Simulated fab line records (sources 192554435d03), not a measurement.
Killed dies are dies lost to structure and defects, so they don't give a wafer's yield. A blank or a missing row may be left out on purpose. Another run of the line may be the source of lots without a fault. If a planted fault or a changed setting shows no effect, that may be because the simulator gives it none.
fab line records + flow n5_finfet
record:
- lots: 11
- wafers: 32
- last_day: 18
route steps=1938 shown BEOL_M1@822 BEOL_M4@1111 PASSIVATION@1936
lots that met no fault: taken from a fault-free run of the same line
start_h: hours from the record's opening day to when the first of the lot's shown wafers began + wait_h: hours from the lot's prior step to this one + " unchanged from the row above + L1.1+2: a row that stands for several wafers + - value missing, or start not given + * or withheld: withheld + < > ~ a bound
route shown NAME@n: a module of which the file shows steps, and the number in the route of the first + usual: mean/standard deviation of fault-free wafers + same: alike in all rows + chamber/n: place in a boat + sites: readings site by site + _std_site: the values' standard deviation + _edge_site: mean of outer sites minus mean of inner sites + radius_mm: for every site, how far away it sits from the centre of the wafer + mask NAME#n: copy n + behind: tool/chamber where the wafer was last shaped + hold: why the lot went on hold/how many hours it stayed there/how the hold came to an end + device: the n, p or np transistor that did not switch + end of line: at the end of the route, the tests of the same wafers + step lacking rows: just its recipe + killed: not the wafer's yield, but the dies lost to structure and defects at the first sort + map: a wafer's dies, x killed, . not, _ none there
set.NAME: the setting the step ran with; set.NAME@STEP: the setting that earlier step ran with + model.NAME: the simulator's own value behind a step, which no gauge read
one table for each step of the route and one row for each wafer, over a sample of lots
services: a tool's chamber out of use, with start hour (start_h, from the record's first day; less than 0 if before it), hours out, and reason
== steps ==
step: N5_BEOL_M1_SPUTTER_88
recipe:
- material: Cu
- target_thk_a: 45
- temp_c: -20
- chamber_pressure_pa: 0.07
- power_w: withheld
- time_s: 8.29
usual:
- throttle_valve_pct: 29.5/1.1
| lot.wafer | tool           | chamber | start_h | wait_h | throttle_valve_pct |
|-----------|----------------|---------|---------|--------|--------------------|
| L441.2    | pvd_sputter-02 | -       | 132.91  | 0.1    | 29.2               |
| L441.3    | "              | -       | "       | "      | 30.0               |
| L441.4    | "              | -       | "       | "      | 31.4               |
| L443.1    | pvd_sputter-03 | -       | 135.74  | 0.1    | 28.6               |
| L443.2    | "              | -       | "       | "      | 28.9               |
| L443.4    | "              | -       | "       | "      | 28.8               |
| L442.3    | pvd_sputter-02 | -       | 140.33  | 0.1    | 29.4               |
| L442.4    | "              | -       | "       | "      | 30.2               |
| L442.5    | "              | -       | "       | "      | 29.4               |
| L444.1    | pvd_sputter-01 | -       | 148.93  | 0.1    | 27.8               |
| L444.4    | "              | -       | "       | "      | 29.0               |
| L444.6    | "              | -       | "       | "      | 30.4               |
| L447.1    | pvd_sputter-01 | -       | 177.39  | 0.1    | 27.7               |
| L447.2    | "              | -       | "       | "      | 30.2               |
| L450.1    | pvd_sputter-03 | -       | 184.74  | 0.1    | 28.7               |
| L450.2    | "              | -       | "       | "      | 28.7               |
| L450.6    | "              | -       | "       | "      | 28.8               |
| L453.1    | pvd_sputter-02 | -       | 206.53  | 0.1    | 30.1               |
| L453.2    | "              | -       | "       | "      | 30.0               |
| L453.3    | "              | -       | "       | "      | 31.2               |
| L456.3    | pvd_sputter-01 | -       | 227.28  | 0.1    | 29.0               |
| L456.5    | "              | -       | "       | "      | 29.3               |
| L456.6    | "              | -       | "       | "      | 27.9               |
| L458.2    | pvd_sputter-02 | -       | 238.34  | 0.1    | 29.2               |
| L458.3    | "              | -       | "       | "      | 31.0               |
| L458.6    | "              | -       | "       | "      | 30.5               |
| L462.2    | pvd_sputter-03 | -       | 253.44  | 0.1    | 28.7               |
| L462.3    | "              | -       | "       | "      | 28.8               |
| L462.4    | "              | -       | "       | "      | 28.6               |
| L463.3    | pvd_sputter-03 | -       | 266.80  | 0.1    | 28.8               |
| L463.5    | "              | -       | "       | "      | 28.5               |
| L463.6    | "              | -       | "       | "      | 28.6               |
step: N5_BEOL_M1_ANNEAL_89
recipe:
- temp_c: 400
- time_s: 240
- ambient: vacuum
usual:
- heater_power_w: 825/57
| lot.wafer | tool           | chamber | start_h | wait_h | heater_power_w |
|-----------|----------------|---------|---------|--------|----------------|
| L441.2    | pvd_sputter-02 | -       | 132.99  | 0.0    | 899            |
| L441.3    | "              | -       | "       | "      | 764            |
| L441.4    | "              | -       | "       | "      | 765            |
| L443.1    | pvd_sputter-03 | -       | 135.82  | 0.0    | 804            |
| L443.2    | "              | -       | "       | "      | 775            |
| L443.4    | "              | -       | "       | "      | 887            |
| L442.3    | pvd_sputter-02 | -       | 140.41  | 0.0    | 906            |
| L442.4    | "              | -       | "       | "      | 814            |
| L442.5    | "              | -       | "       | "      | 872            |
| L444.1    | pvd_sputter-01 | -       | 149.01  | 0.0    | 782            |
| L444.4    | "              | -       | "       | "      | 808            |
| L444.6    | "              | -       | "       | "      | 878            |
| L447.1    | pvd_sputter-01 | -       | 177.47  | 0.0    | 779            |
| L447.2    | "              | -       | "       | "      | 872            |
| L450.1    | pvd_sputter-03 | -       | 184.82  | 0.0    | 757            |
| L450.2    | "              | -       | "       | "      | 867            |
| L450.6    | "              | -       | "       | "      | 757            |
| L453.1    | pvd_sputter-02 | -       | 206.61  | 0.0    | 790            |
| L453.2    | "              | -       | "       | "      | 841            |
| L453.3    | "              | -       | "       | "      | 777            |
| L456.3    | pvd_sputter-01 | -       | 227.36  | 0.0    | 792            |
| L456.5    | "              | -       | "       | "      | 793            |
| L456.6    | "              | -       | "       | "      | 795            |
| L458.2    | pvd_sputter-02 | -       | 238.42  | 0.0    | 892            |
| L458.3    | "              | -       | "       | "      | 763            |
| L458.6    | "              | -       | "       | "      | 820            |
| L462.2    | pvd_sputter-03 | -       | 253.52  | 0.0    | 870            |
| L462.3    | "              | -       | "       | "      | 798            |
| L462.4    | "              | -       | "       | "      | 782            |
| L463.3    | pvd_sputter-03 | -       | 266.88  | 0.0    | 759            |
| L463.5    | "              | -       | "       | "      | 742            |
| L463.6    | "              | -       | "       | "      | 808            |
step: N5_BEOL_M1_CMP_52
recipe:
- stop_on: SiOC
- t_overpolish_s: 6.8
- down_force_psi: 1
- platen_rpm: 50
- clearing_platen_down_force_psi: 1.5
- clearing_platen_rpm: 50
- post_cmp_clean: cu_alkaline
- target_thk_nm: 40
- clearing_platen_pad_velocity_m_s: 0.99484
- pad_velocity_m_s: 0.99484
usual:
- barrier_field_endpoint_s: 24.4/0.57
- motor_current_A: 6.0/0.66
- overpolish_run_s: 6.800/0.0087
- pad_life_wafers: 878/550
- time_to_endpoint_s: 61/3.1
| lot.wafer | tool   | chamber | start_h | wait_h | barrier_field_endpoint_s | motor_current_A | overpolish_run_s | pad_life_wafers | time_to_endpoint_s |
|-----------|--------|---------|---------|--------|--------------------------|-----------------|------------------|-----------------|--------------------|
| L441.2    | cmp-01 | 0       | 134.28  | 0.2    | 24.1                     | 5.5             | 6.803            | 1728            | 58                 |
| L441.3    | "      | 1       | "       | "      | 23.7                     | 5.8             | 6.818            | 1729            | 57                 |
| L441.4    | "      | 3       | "       | "      | 24.9                     | 6.1             | 6.799            | 1731            | 66                 |
| L443.4    | cmp-03 | 0       | 137.52  | 0.2    | 24.0                     | 6.6             | 6.792            | 528             | 61                 |
| L443.2    | "      | 2       | "       | "      | 23.4                     | 7.5             | 6.799            | 530             | 58                 |
| L443.1    | "      | 3       | "       | "      | 24.6                     | 4.7             | 6.807            | 531             | 56                 |
| L442.4    | cmp-01 | 3       | 141.97  | 0.2    | 25.3                     | 6.3             | 6.795            | 1818            | 64                 |
| L442.3    | "      | 2       | "       | "      | 24.4                     | 6.9             | 6.802            | 1821            | 60                 |
| L442.5    | "      | 3       | "       | "      | 24.8                     | 6.4             | 6.805            | -               | 62                 |
| L444.4    | cmp-01 | 0       | 150.34  | 0.2    | 24.5                     | 5.5             | 6.806            | 1909            | 61                 |
| L444.1    | "      | 1       | "       | "      | 13.6                     | 5.8             | 6.786            | 1910            | 35                 |
| L444.6    | "      | 0       | "       | "      | 24.7                     | 4.9             | 6.796            | -               | 61                 |
| L447.1    | cmp-01 | 3       | 179.64  | 0.3    | 14.1                     | 6.5             | 6.791            | 14              | 38                 |
| L447.2    | "      | 0       | "       | "      | 23.8                     | 5.5             | 6.801            | 15              | 59                 |
| L450.1    | cmp-01 | 0       | 188.98  | 0.3    | 14.0                     | 5.1             | 6.794            | 85              | 32                 |
| L450.2    | "      | 1       | "       | "      | 24.2                     | 6.0             | 6.819            | 86              | 62                 |
| L450.6    | "      | 3       | "       | "      | 25.8                     | 6.9             | 6.799            | -               | 69                 |
| L453.2    | cmp-03 | 1       | 211.19  | 0.2    | 25.0                     | 5.6             | 6.796            | 1266            | 67                 |
| L453.3    | "      | 3       | "       | "      | 24.9                     | 4.7             | 6.794            | 1268            | 62                 |
| L453.1    | "      | 0       | "       | "      | 24.4                     | 6.6             | 6.803            | 1269            | 62                 |
| L456.3    | cmp-04 | 3       | 228.73  | 0.2    | 24.1                     | 5.9             | 6.785            | 806             | 57                 |
| L456.5    | "      | 1       | "       | "      | 24.9                     | 5.5             | 6.816            | -               | 64                 |
| L456.6    | "      | 2       | "       | "      | 25.9                     | 6.1             | 6.809            | -               | 66                 |
| L458.3    | cmp-04 | 2       | 239.71  | 0.2    | 24.3                     | 6.0             | 6.787            | 894             | 60                 |
| L458.2    | "      | 0       | "       | "      | 24.4                     | 7.1             | 6.808            | 896             | 59                 |
| L458.6    | "      | 2       | "       | "      | 25.3                     | 5.9             | 6.787            | -               | 61                 |
| L462.2    | cmp-01 | 1       | 254.85  | 0.2    | 23.9                     | 5.9             | 6.822            | 751             | 55                 |
| L462.4    | "      | 2       | "       | "      | 23.8                     | 6.7             | 6.796            | 752             | 57                 |
| L462.3    | "      | 3       | "       | "      | 23.9                     | 6.3             | 6.800            | 753             | 64                 |
| L463.3    | cmp-04 | 3       | 268.21  | 0.2    | 24.1                     | 5.7             | 6.813            | 961             | 56                 |
| L463.6    | "      | 2       | "       | "      | 24.9                     | 5.9             | 6.809            | -               | 61                 |
| L463.5    | "      | 3       | "       | "      | 24.9                     | 5.8             | 6.807            | -               | 57                 |
step: N5_BEOL_M4_RC_MEAS_101
usual:
- DIBL_N: 35.8/1.8
- DIBL_P: 35.9/2.2
- IOFF_N: 0.16/0.035
- IOFF_P: 0.21/0.04
- ION_N: 672/11
- ION_P: 461/7.4
- SS_N: 71.4/0.64
- SS_P: 73.2/0.67
- VT_N: 250/3.5
- VT_P: -251/3.4
| lot.wafer | tool      | chamber | start_h | wait_h | DIBL_N[mV/V] | DIBL_P[mV/V] | IOFF_N[nA/um] | IOFF_P[nA/um] | ION_N[uA/um] | ION_P[uA/um] | SS_N[mV/dec] | SS_P[mV/dec] | VT_N[mV] | VT_P[mV] |
|-----------|-----------|---------|---------|--------|--------------|--------------|---------------|---------------|--------------|--------------|--------------|--------------|----------|----------|
| L441.2    | prober-02 | 0       | 163.66  | 0.2    | 35.0         | 34.4         | 0.15          | 0.16          | 664          | 450          | 71.5         | 73.0         | 250      | -254     |
| L441.3    | "         | 0       | "       | "      | 35.8         | 36.3         | 0.17          | 0.19          | 691          | 467          | 72.1         | 73.8         | 248      | -252     |
| L441.4    | "         | 0       | "       | "      | 35.0         | 35.2         | 0.15          | 0.17          | 671          | 459          | 72.0         | 72.7         | 248      | -252     |
| L443.1    | prober-02 | 0       | 165.77  | 0.2    | 34.2         | 32.9         | 0.12          | 0.17          | 664          | 451          | 71.0         | 72.0         | 254      | -254     |
| L443.2    | "         | 0       | "       | "      | 33.8         | 34.0         | 0.12          | 0.18          | 671          | 462          | 71.3         | 71.9         | 257      | -255     |
| L443.4    | "         | 0       | "       | "      | 34.3         | 33.8         | 0.13          | 0.18          | 673          | 452          | 70.8         | 73.0         | 253      | -252     |
| L442.3    | prober-01 | 0       | 183.41  | 0.3    | 34.9         | 36.2         | 0.17          | 0.23          | 675          | 468          | 71.4         | 74.0         | 247      | -246     |
| L442.4    | "         | 0       | "       | "      | 32.9         | 34.3         | 0.14          | 0.20          | 669          | 463          | 71.4         | 72.7         | 250      | -250     |
| L442.5    | "         | 0       | "       | "      | 34.9         | 36.9         | 0.17          | 0.25          | 677          | 476          | 71.0         | 72.8         | 245      | -246     |
| L444.1    | prober-02 | 0       | 183.44  | 0.0    | 36.6         | 36.8         | 0.18          | 0.25          | 683          | 471          | 72.0         | 73.6         | 245      | -246     |
| L444.4    | "         | 0       | "       | "      | 32.9         | 32.4         | 0.12          | 0.18          | 659          | 458          | 70.8         | 72.4         | 255      | -251     |
| L444.6    | "         | 0       | "       | "      | 34.7         | 33.6         | 0.14          | 0.18          | 665          | 454          | 71.4         | 72.8         | 249      | -250     |
| L447.1    | prober-01 | 0       | 216.83  | 0.0    | 38.6         | 40.7         | 0.21          | 0.24          | 691          | 467          | 72.3         | 73.7         | 247      | -250     |
| L447.2    | "         | 0       | "       | "      | 36.7         | 37.9         | 0.17          | 0.19          | 683          | 459          | 72.1         | 72.5         | 249      | -251     |
| L450.1    | prober-01 | 0       | 218.52  | 0.0    | 37.6         | 38.2         | 0.20          | 0.24          | 682          | 460          | 72.5         | 74.0         | 248      | -248     |
| L450.2    | "         | 0       | "       | "      | 34.9         | 34.9         | 0.14          | 0.19          | 667          | 458          | 71.6         | 72.9         | 252      | -252     |
| L450.6    | "         | 0       | "       | "      | 38.6         | 38.6         | 0.20          | 0.25          | 682          | 465          | 72.4         | 73.3         | 247      | -247     |
| L453.1    | prober-02 | 0       | 251.04  | 0.0    | 39.1         | 39.8         | 0.23          | 0.27          | 690          | 472          | 72.2         | 73.6         | 244      | -248     |
| L453.2    | "         | 0       | "       | "      | 34.3         | 33.5         | 0.12          | 0.17          | 665          | 457          | 70.7         | 73.1         | 254      | -252     |
| L453.3    | "         | 0       | "       | "      | 34.8         | 35.5         | 0.14          | 0.20          | 667          | 463          | 70.3         | 72.8         | 252      | -248     |
| L458.2    | prober-01 | 0       | 273.52  | 0.2    | 37.6         | 37.8         | 0.17          | 0.19          | 671          | 444          | 72.1         | 73.8         | 251      | -257     |
| L458.3    | "         | 0       | "       | "      | 36.7         | 36.8         | 0.15          | 0.17          | 668          | 446          | 72.0         | 73.5         | 252      | -256     |
| L458.6    | "         | 0       | "       | "      | 35.9         | 36.1         | 0.14          | 0.17          | 660          | 448          | 71.8         | 73.5         | 253      | -256     |
| L456.3    | prober-02 | 0       | 277.37  | 0.3    | 37.4         | 36.8         | 0.21          | 0.27          | 697          | 478          | 71.8         | 73.6         | 245      | -244     |
| L456.5    | "         | 0       | "       | "      | 39.5         | 40.4         | 0.25          | 0.34          | 702          | 486          | 72.1         | 73.8         | 242      | -243     |
| L456.6    | "         | 0       | "       | "      | 34.0         | 33.2         | 0.13          | 0.20          | 667          | 462          | 70.4         | 72.5         | 252      | -247     |
| L462.2    | prober-01 | 0       | 287.94  | 0.2    | 37.1         | 37.8         | 0.17          | 0.21          | 679          | 458          | 72.1         | 74.1         | 246      | -251     |
| L462.3    | "         | 0       | "       | "      | 36.5         | 36.8         | 0.15          | 0.20          | 674          | 468          | 71.4         | 73.9         | 251      | -255     |
| L462.4    | "         | 0       | "       | "      | 33.7         | 32.5         | 0.11          | 0.15          | 660          | 454          | 70.9         | 72.8         | 255      | -255     |
| L463.3    | prober-02 | 0       | 309.15  | 0.3    | 35.9         | 34.6         | 0.14          | 0.20          | 676          | 467          | 70.8         | 73.0         | 249      | -252     |
| L463.5    | "         | 0       | "       | "      | 35.5         | 34.3         | 0.14          | 0.20          | 683          | 466          | 71.0         | 72.3         | 249      | -251     |
| L463.6    | "         | 0       | "       | "      | 35.3         | 33.3         | 0.12          | 0.19          | 669          | 464          | 70.5         | 72.7         | 254      | -252     |
step: N5_PASSIVATION_PROBE_49
usual:
- defect_limited_yield: 91.0/1.5
- killed_at_M0_to_M3: 34/9.1
- killed_at_M4_up: 14/5.7
- killed_at_contacts: 13/5.7
- killed_at_front_end: 42/12
- killed_at_other: 4/3.4
- killed_dies: 106/17
- killed_open: 70/13
- killed_short: 34/7.5
- sort_bin_5_function: 5.2/0.94
- sort_bin_6_memory: 3.4/0.69
- sort_bin_8_speed: 0.00/0.029
- sort_n_pass: 1074/17
- sort_yield_pct: 91.0/1.5
same:
- gross_dies: 1180
- killed_at_back_side: 0
- sort_bin_4_leakage[%]: 0
| lot.wafer | tool      | chamber | start_h | wait_h | defect_limited_yield[%] | killed_at_M0_to_M3 | killed_at_M4_up | killed_at_contacts | killed_at_front_end | killed_at_other | killed_dies | killed_open | killed_short | sort_bin_5_function[%] | sort_bin_6_memory[%] | sort_bin_8_speed[%] | sort_n_pass | sort_yield_pct[%] |
|-----------|-----------|---------|---------|--------|-------------------------|--------------------|-----------------|--------------------|---------------------|-----------------|-------------|-------------|--------------|------------------------|----------------------|---------------------|-------------|-------------------|
| L450.1    | prober-02 | -       | 325.77  | 0.0    | 87.8                    | 62                 | 8               | 12                 | 59                  | 3               | 144         | 98          | 45           | 7.1                    | 4.4                  | 0.08                | 1036        | 87.8              |
killed by level:class
L450.1 BEOL_M3:geometric_particle:open=23 BEOL_M2:geometric_particle:open=18 FIN_SAQP:geometric_particle:open=14 MOL_CONTACT_COAG:geometric_particle:open=10 FIN_SAQP:geometric_particle:short=9 STI_FIN_REVEAL:geometric_particle:open=8 BEOL_M3:geometric_particle:short=7 ILD0:geometric_particle:open=6
== services ==
| tool   | chamber | start_h | hours | kind                           |
|--------|---------|---------|-------|--------------------------------|
| cmp-03 | -       | 119.06  | 4.5   | repair                         |
| cmp-04 | -       | 122.84  | 4.0   | pm                             |
| cmp-04 | -       | 126.84  | -     | consumable_replace:conditioner |
| cmp-04 | -       | 126.84  | -     | consumable_replace:pad         |
| cmp-03 | -       | 129.43  | 6.3   | repair                         |
| cmp-04 | -       | 155.45  | 0.7   | repair                         |
| cmp-01 | -       | 173.70  | 4.0   | pm                             |
| cmp-01 | -       | 177.70  | -     | consumable_replace:conditioner |
| cmp-01 | -       | 177.70  | -     | consumable_replace:pad         |
| cmp-04 | -       | 181.53  | 0.9   | repair                         |
| cmp-01 | -       | 190.44  | 1.3   | repair                         |
| cmp-04 | -       | 197.17  | 5.3   | pm                             |
| cmp-03 | -       | 204.80  | 1.4   | repair                         |
| cmp-04 | -       | 219.11  | 0.3   | repair                         |
| cmp-04 | -       | 241.20  | 14.3  | repair                         |
| cmp-01 | -       | 255.04  | 5.6   | pm                             |
| cmp-04 | -       | 255.52  | 7.6   | pm                             |
| cmp-01 | -       | 262.95  | 15.5  | pm                             |
== key ==
first_sign:
- step: N5_BEOL_M1_CMP_52
- reading: barrier_field_endpoint_s
- direction: down
- sigmas: 18
- usual: 24.4
- struck: 13.9
effect:
- step: N5_BEOL_M1_CMP_52
- reading: time_to_endpoint_s
- direction: down
- sigmas: 8.4
- usual: *
- struck: *
met_at N5_BEOL_M1_CMP_52
struck_lots L444,L447,L450
struck_wafers L444.1,L447.1,L450.1
not_acting_at N5_BEOL_M1_SPUTTER_88,N5_BEOL_M1_ANNEAL_89
onset_between 141.97 150.34
fault:
- kind: process_parameter_drift
- tool: cmp-01
- chamber: -
- onset_h: 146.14
- steps: N5_BEOL_M1_CMP_52
- channel: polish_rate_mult
- offset: 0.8
- shape: step
- end_h: 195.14
- scope: struck_wafers_only
